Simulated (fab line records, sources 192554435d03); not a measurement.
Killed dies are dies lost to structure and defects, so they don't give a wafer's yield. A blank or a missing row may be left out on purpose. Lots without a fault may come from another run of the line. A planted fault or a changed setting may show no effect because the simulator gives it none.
A struck lot beside a sound one | flow n5_finfet | 14 steps out of a route of 1938
Sound: wafers L821.1, L821.2, L821.6. Struck: wafers L812.1, L812.3, L812.6. The cause comes at the end.
At each step with rows: each side's tool, then ch and its chambers, then its first start. Under that, the readings that differ: sound wafers | struck wafers | difference of the means | sigmas: that difference in standard deviations of wafers without a fault.
alike: readings whose means differ by less than 2 such deviations, and words and numbers that are the same on both sides. not compared: withheld readings, readings that some wafer has no value for, bounds like >300 that may hide the same value, and numbers for which the record gives no deviation and whose values overlap.
The two part at a step that has a row with sigmas, a row that says differs or no value, or rows on one side only. Numbers that don't overlap but have no deviation are shown without sigmas and don't part them. A reading that every wafer of one side lacks parts them only if that side has two wafers or more.

N5_BEOL_M2_RS_MEAS_58: measures by four-point-probe.
  sound on film_metro-02, day 11 19:30; struck on film_metro-02, day 9 16:40
  alike: M2_RS
N5_BEOL_M2_INSPECT_59: inspects for defects (darkfield).
  sound on defect_inspect-02, day 11 19:31; struck on defect_inspect-02, day 9 16:41
  alike: raw_defect_count
N5_BEOL_M3_ILD_DEP_00: deposits SiOC from DEMS/O2, target thk 79 nm, time 15.3 s.
  sound on pecvd-03 ch 1,2, day 11 19:34; struck on pecvd-03 ch 1,2, day 9 16:44
  alike: heater_power_w, showerhead_plenum_p_Torr, throttle_valve_pct
  not compared: since_wet_clean_h
N5_BEOL_M3_THK_MEAS_01:
  sound on film_metro-01, day 11 19:38; struck on film_metro-02, day 9 16:48
  alike: M3_ILD_THK
N5_BEOL_M3_PECVD_72: deposits SiO2 from TEOS/O2, target thk 16 nm, time 18 s.
  sound on pecvd-01 ch 0,1, day 11 19:40; struck on pecvd-01 ch 0,2, day 9 16:50
  alike: heater_power_w, showerhead_plenum_p_Torr, throttle_valve_pct
  not compared: since_wet_clean_h
N5_BEOL_M3_HM_DEP_02: deposits TiN, target thk 20 nm.
  sound on pvd_sputter-02, day 11 21:03; struck on pvd_sputter-02, day 9 19:25
  alike: throttle_valve_pct
then, 6 steps without rows for these wafers: N5_BEOL_M3_COAT_61 (time 60 s, resist thk 60 nm); N5_BEOL_M3_COAT_62 (time 60 s, resist thk 12 nm); N5_BEOL_M3_COAT_73 (time 60 s, resist thk 5 nm); N5_BEOL_M3_COAT_05 (resist thk 30 nm); N5_BEOL_M3_EBR_07; N5_BEOL_M3_SOFTBAKE_06 (time 60 s).
N5_BEOL_M3_EXPOSE_08: exposes mask M3.
  sound on euv_scanner-01 ch 0, day 11 21:26; struck on euv_scanner-02, day 9 19:40
  no value came back on the struck wafers for dipole_opening_deg (degrees), exposure_dose_mJ_cm2, na, sigma_outer; on the sound wafers dipole_opening_deg (degrees) reads 79.7 79.7 79.7
  alike: mask
then, 1 step without rows for these wafers: N5_BEOL_M3_PEB_09 (peb time 60 s).

WHERE THEY PART
Only at N5_BEOL_M3_EXPOSE_08, within this record.

WHY: what the simulator had put in
Skipped step whole: euv_scanner-02, from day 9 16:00 on, at N5_BEOL_M3_EXPOSE_08. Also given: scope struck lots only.
